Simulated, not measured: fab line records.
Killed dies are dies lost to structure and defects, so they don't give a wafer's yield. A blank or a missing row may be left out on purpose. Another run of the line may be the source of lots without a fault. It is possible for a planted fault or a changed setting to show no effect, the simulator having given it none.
Split-lot trial | flow n5-finfet | 39 wafers read across 7 lots, on a route 1938 steps long

## ON THE SPLIT
At N5_DUMMY_GATE_ETCH_31 (etches SiO2 in C4F6/O2, target depth 82.5 nm, time 27.5 s), the setting target-depth-a was moved away from the recipe's 825 angstrom on 15 of the 39 wafers read, by -10.2% to +3.6%. The other wafers ran this setting at the recipe's value.

The reading is taken at the split's own step.

## THE READING
SOC_of_DUMMY_GATE_COAT_34.thk-nm (the simulator's own value, which no gauge read), in nm, at N5_DUMMY_GATE_ETCH_31 (etches SiO2 in C4F6/O2, target depth 82.5 nm, time 27.5 s). There is no usual value for it anywhere in the file. The 24 wafers here that ran the recipe average 51.8 nm, standard deviation 0.26 nm.

wafer  | tool, chamber at the split | target-depth-a as run, angstrom | against the recipe | SOC_of_DUMMY_GATE_COAT_34.thk-nm, nm | against lot-mates on the recipe
L077.1 | rie-diel-06, 3             | 825                             | recipe             | 52.2                                 | -
L077.2 | rie-diel-06, 1             | 825                             | recipe             | 52                                   | -
L077.3 | rie-diel-06, 2             | 825                             | recipe             | 51.8                                 | -
L077.4 | rie-diel-06, 2             | 825                             | recipe             | 51.8                                 | -
L077.5 | rie-diel-06, 3             | 825                             | recipe             | 51.8                                 | -
L077.6 | rie-diel-06, 1             | 825                             | recipe             | 52                                   | -
L079.1 | rie-diel-06, 1             | 825                             | recipe             | 52                                   | -
L079.2 | rie-diel-06, 2             | 825                             | recipe             | 52                                   | -
L079.3 | rie-diel-06, 3             | 740.5                           | -10.2%             | 52.6                                 | +0.7
L079.4 | rie-diel-06, 3             | 825                             | recipe             | 51.6                                 | -
L079.5 | rie-diel-06, 2             | 740.5                           | -10.2%             | 52.6                                 | +0.7
L079.6 | rie-diel-06, 1             | 740.5                           | -10.2%             | 52.8                                 | +0.9
L080.1 | rie-diel-02, 0             | 767.3                           | -7.0%              | 52.6                                 | +0.6
L080.2 | rie-diel-02, 1             | 825                             | recipe             | 52.2                                 | -
L080.3 | rie-diel-02, 3             | 825                             | recipe             | 51.8                                 | -
L080.4 | rie-diel-02, 1             | 825                             | recipe             | 52                                   | -
L080.5 | rie-diel-02, 3             | 767.3                           | -7.0%              | 52.4                                 | +0.4
L080.6 | rie-diel-02, 0             | 767.3                           | -7.0%              | 52.8                                 | +0.8
L084.1 | rie-diel-06, 3             | 759.1                           | -8.0%              | 52.2                                 | +0.7
L084.2 | rie-diel-06, 0             | 825                             | recipe             | 51.2                                 | -
L084.3 | rie-diel-06, 2             | 825                             | recipe             | 51.8                                 | -
L084.4 | rie-diel-06, 1             | 759.1                           | -8.0%              | 52.2                                 | +0.7
L084.5 | rie-diel-06, 2             | 759.1                           | -8.0%              | 52.6                                 | +1.1
L084.6 | rie-diel-06, 1             | 825                             | recipe             | 51.6                                 | -
L087.1 | rie-diel-06, 3             | 825                             | recipe             | 51.6                                 | -
L087.2 | rie-diel-06, 2             | 743.9                           | -9.8%              | 52.8                                 | +1.3
L087.3 | rie-diel-06, 1             | 743.9                           | -9.8%              | 52.6                                 | +1.1
L087.4 | rie-diel-06, 0             | 825                             | recipe             | 51.2                                 | -
L087.5 | rie-diel-06, 2             | 743.9                           | -9.8%              | 52.6                                 | +1.1
L087.6 | rie-diel-06, 1             | 825                             | recipe             | 51.8                                 | -
L089.1 | rie-diel-02, 0             | 825                             | recipe             | 52.2                                 | -
L089.2 | rie-diel-02, 1             | 825                             | recipe             | 52.2                                 | -
L089.3 | rie-diel-02, 3             | 854.5                           | +3.6%              | 51.4                                 | -0.7
L089.4 | rie-diel-02, 2             | 854.5                           | +3.6%              | 51.8                                 | -0.3
L089.5 | rie-diel-02, 1             | 854.5                           | +3.6%              | 51.8                                 | -0.3
L089.6 | rie-diel-02, 2             | 825                             | recipe             | 51.8                                 | -
L097.1 | rie-diel-06, 3             | 825                             | recipe             | 51.8                                 | -
L097.4 | rie-diel-06, 3             | 825                             | recipe             | 51.8                                 | -
L097.5 | rie-diel-06, 2             | 825                             | recipe             | 52                                   | -

FIT RESULTS
A straight line over all 39 wafers: SOC_of_DUMMY_GATE_COAT_34.thk-nm changes by -0.079 nm for each +1% of target-depth-a; r = -0.82; the points scatter about the line by 0.25 nm.
The same after taking each lot's own level away (the mean of its wafers on the recipe; 39 wafers): -0.0967 nm for each +1%; r = -0.91; scatter 0.2 nm.
Per that fit: largest target-depth-a move, reading shift of 0.99 nm.
The lots' own levels span 51.53 to 52.07 nm, that is 2.0 times the standard deviation above.
So the slope is not independent of the lot-to-lot level: the two fits are not the same.
Check: with one of the wafers moved furthest among these (-10.2%) left out of the fit, the line predicts +1.01 nm for it against its lot-mates. It came out at +0.733 nm against them.

## FURTHER SPLITS ON THESE WAFERS
Other splits were also applied to these wafers ahead of the reading. Each is held against what the fit with the lots' levels taken away leaves over:
other split on the same wafers        | wafers away from the commonest value | r with SOC_of_DUMMY_GATE_COAT_34.thk-nm (lot level and that fit taken away)
N5_PMOS_HMC_CHANNEL_EPI_EPI_20 temp-c | 12                                   | +0.26
N5_DUMMY_GATE_ETCH_37 source-w        | 15                                   | +0.13

## THE WHOLE CHAIN: every reading that the file lists as answering this split, in the file's order
step                  | what it does                                              | reading                                                                           | change (the file's fit)                | r (the file's)
N5_DUMMY_GATE_ETCH_31 | etches SiO2 in C4F6/O2, target depth 82.5 nm, time 27.5 s | etch.depth-nm (the simulator's own value, which no gauge read)                    | +0.899 nm for each +1% of the setting  | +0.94
N5_DUMMY_GATE_ETCH_31 | etches SiO2 in C4F6/O2, target depth 82.5 nm, time 27.5 s | SOC_of_DUMMY_GATE_COAT_34.thk-nm (the simulator's own value, which no gauge read) | -0.0959 nm for each +1% of the setting | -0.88

## FILE'S OWN FIT
SOC_of_DUMMY_GATE_COAT_34.thk-nm changes by -0.0959 nm for each +1% of target-depth-a, r = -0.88.
